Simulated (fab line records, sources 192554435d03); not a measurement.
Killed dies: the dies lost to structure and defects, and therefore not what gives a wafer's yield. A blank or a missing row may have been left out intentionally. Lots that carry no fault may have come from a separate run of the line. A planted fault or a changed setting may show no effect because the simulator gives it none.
The tool behind it: which one? -- flow n5_finfet -- Sampling: 10 lots, 29 wafers, 4 of 1938 route steps

## WHAT THE GAUGES SHOWED, per wafer
N5_BEOL_M6_CD_MEAS_11: target cd 38.5 nm.
lot,measured,on,cd_nm (nm)
L578,day 10 09:51,cd_sem-02,38.9 38.0 38.3
L583,day 10 23:39,cd_sem-02,35.9 39.1 39.2
L585,day 11 01:20,cd_sem-03,39.3 36.0
L593,day 13 23:54,cd_sem-02,38.6 38.5 38.9
L592,day 14 14:59,cd_sem-01,39.1 39.2 38.5
L595,day 16 05:11,cd_sem-01,38.6 37.7 38.5
L596,day 16 05:25,cd_sem-02,39.0 38.2 39.1
L599,day 16 08:55,cd_sem-02,39.1 38.2 37.8
L598,day 16 14:54,cd_sem-03,38.0 39.5 38.6
L600,day 17 08:04,cd_sem-01,38.1 38.9 39.7

## WHAT TOOL EACH LOT RAN ON (gives the tool, then ch and the chambers of the sampled wafers, and finally the start)
lot,N5_BEOL_M6_ILD_DEP_00,N5_BEOL_M6_CURE_74,N5_BEOL_M6_EXPOSE_08
L578,"pecvd-03 ch 0,1, day 10 08:37","uv_cure-01 ch 1, day 10 08:47","arfi_scanner-03 ch 0, day 10 09:44"
L583,"pecvd-02 ch 0,1, day 10 19:42","uv_cure-03 ch 2, day 10 19:46","arfi_scanner-03 ch 0, day 10 23:31"
L585,"pecvd-02 ch 1,2, day 11 00:16","uv_cure-01 ch 1, day 11 00:29","arfi_scanner-03 ch 0, day 11 01:13"
L593,"pecvd-02 ch 0,1,2, day 13 22:25","uv_cure-01 ch 0, day 13 22:29","arfi_scanner-02 ch 0, day 13 23:46"
L592,"pecvd-02 ch 0,1, day 14 12:31","uv_cure-02 ch 0, day 14 12:35","arfi_scanner-02 ch 0, day 14 14:51"
L595,"pecvd-04 ch 1,2, day 16 02:52","uv_cure-03 ch 1, day 16 02:56","arfi_scanner-01 ch 0, day 16 05:04"
L596,"pecvd-03 ch 0,1,2, day 16 03:38","uv_cure-02 ch 2, day 16 03:52","arfi_scanner-02 ch 0, day 16 05:18"
L599,"pecvd-04 ch 1,2, day 16 07:29","uv_cure-03 ch 0, day 16 07:33","arfi_scanner-03 ch 0, day 16 08:47"
L598,"pecvd-02 ch 0,1,2, day 16 12:11","uv_cure-02 ch 2, day 16 12:15","arfi_scanner-03 ch 0, day 16 14:46"
L600,"pecvd-03 ch 0,2, day 17 05:42","uv_cure-03 ch 2, day 17 05:46","arfi_scanner-02 ch 0, day 17 07:56"
- N5_BEOL_M6_ILD_DEP_00: deposits SiCOH lowk from DEMS/porogen, target thk 179.75 nm, time 33.4 s.
- N5_BEOL_M6_CURE_74: cures SiCOH lowk, time 240 s.
- N5_BEOL_M6_EXPOSE_08: exposes mask M6.

## THE ANSWER, worked out from the rows above alone
Rule: usual is defined by the lots themselves. Put in order of their means at a reading, lots are off if they are a third of the lots or fewer, leave a main group of 4 or more, and stand apart from it by a gap of 3 or more times the standard deviation of the main group's means; of several such gaps the widest counts. The tables above print the reading to a certain number of digits; a main group whose means all agree to those digits is not used. Also off: a lot with no number at a reading for which 4 or more lots have one. The other lots that the step has rows for count as sound.
None of the lots is off at any reading shown; this tells nothing.

## WHAT THE SIMULATOR HAD INSERTED
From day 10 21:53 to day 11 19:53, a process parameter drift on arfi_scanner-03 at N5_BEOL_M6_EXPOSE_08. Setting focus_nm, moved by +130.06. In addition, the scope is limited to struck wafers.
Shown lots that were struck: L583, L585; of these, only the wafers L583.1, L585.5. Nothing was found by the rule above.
